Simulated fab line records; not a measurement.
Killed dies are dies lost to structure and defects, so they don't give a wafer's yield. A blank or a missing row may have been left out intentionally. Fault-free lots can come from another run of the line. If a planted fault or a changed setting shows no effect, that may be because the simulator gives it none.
3 desks, one fault -- flow n5Finfet -- only its own numbers are on each desk; what lay behind them is given at the end

== THE DEFECT DESK ==
Per lot, the means of the sampled wafers with a number show what the inspections along the route counted. Marked OUT: a lot whose mean sits more than 4 standard deviations from the usual mean, which makes it out of limits; the brackets give that distance.
Columns: A = rawDefectCount at N5_PASSIVATION_INSPECT_64, usual 2.0
lot,first seen here,A
L170,day 12 04:58,1.3
L172,day 12 05:37,3.3
L174,day 12 22:07,2.0
L178,day 13 15:44,1.7
L184,day 16 01:29,1.0
L186,day 16 09:02,1.3
Finding of this desk: none of the 6 lots has anything out of limits.

== TOOL OWNER'S DESK, rieMetal-03 ==
The tool's own readings at N5_PASSIVATION_ETCH_59 (etches TaN in Cl2/BCl3, target depth 65 nm, time 34.9 s): means of the sampled wafers that have a number, for each lot that ran on this tool. Marked OUT: a lot whose mean sits more than 4 standard deviations from the usual mean, which makes it out of limits; the brackets give that distance.
Columns: A = drypumpMotorCurrentA at N5_PASSIVATION_ETCH_59, usual 5.8 A; B = oesProductAu at N5_PASSIVATION_ETCH_59, usual 0.83 a.u.; C = throttleValvePct at N5_PASSIVATION_ETCH_59, usual 21.1 %
lot,first seen here,A,B,C
L172,day 12 06:34,6.7,0.76,21.1
L174,day 12 22:42,6.2,0.92,20.8
L178,day 13 16:16,5.0,1.20 (+4.3) OUT,20.2
Finding of this desk: L178 out of limits; the first was L178 at day 13 16:16, on oesProductAu at N5_PASSIVATION_ETCH_59. L172, L174: within limits.

== THE METROLOGY DESK ==
What the gauges read for every lot (on any tool): the sampled wafers with a number, averaged. Marked OUT: a lot whose mean sits more than 4 standard deviations from the usual mean, which makes it out of limits; the brackets give that distance.
Columns: A = cdNm at N5_PASSIVATION_CD_MEAS_30, usual 3999.8 nm; B = PAD_OVL at N5_PASSIVATION_OVL_MEAS_63, usual 2 nm
lot,first seen here,A,B
L170,day 12 04:55,3999.0,2
L172,day 12 05:34,3998.5,4
L174,day 12 22:04,3999.8,1
L178,day 13 15:41,4000.6,-4
L184,day 16 01:26,3999.0,11
L186,day 16 08:59,4002.1,2
Finding of this desk: none of the 6 lots has anything out of limits.

== PUT TOGETHER ==
On L178, at day 13 16:16, an alarm was possible from the tool owner's desk.
Nothing out of limits was seen by the defect desk.
At the metrology desk, nothing out of limits was observed.
The defect desk has L178 on record, within its limits.
The metrology desk holds a record of L178, inside its limits.
Every lot named ran N5_PASSIVATION_ETCH_59 on rieMetal-03.

== WHAT WAS PUT IN BY THE SIMULATOR ==
rieMetal-03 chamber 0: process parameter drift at N5_PASSIVATION_ETCH_59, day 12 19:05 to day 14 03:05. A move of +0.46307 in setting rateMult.
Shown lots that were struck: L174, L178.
Each desk's first reading out of limits, in hours after the fault started: the tool owner's desk, 21.
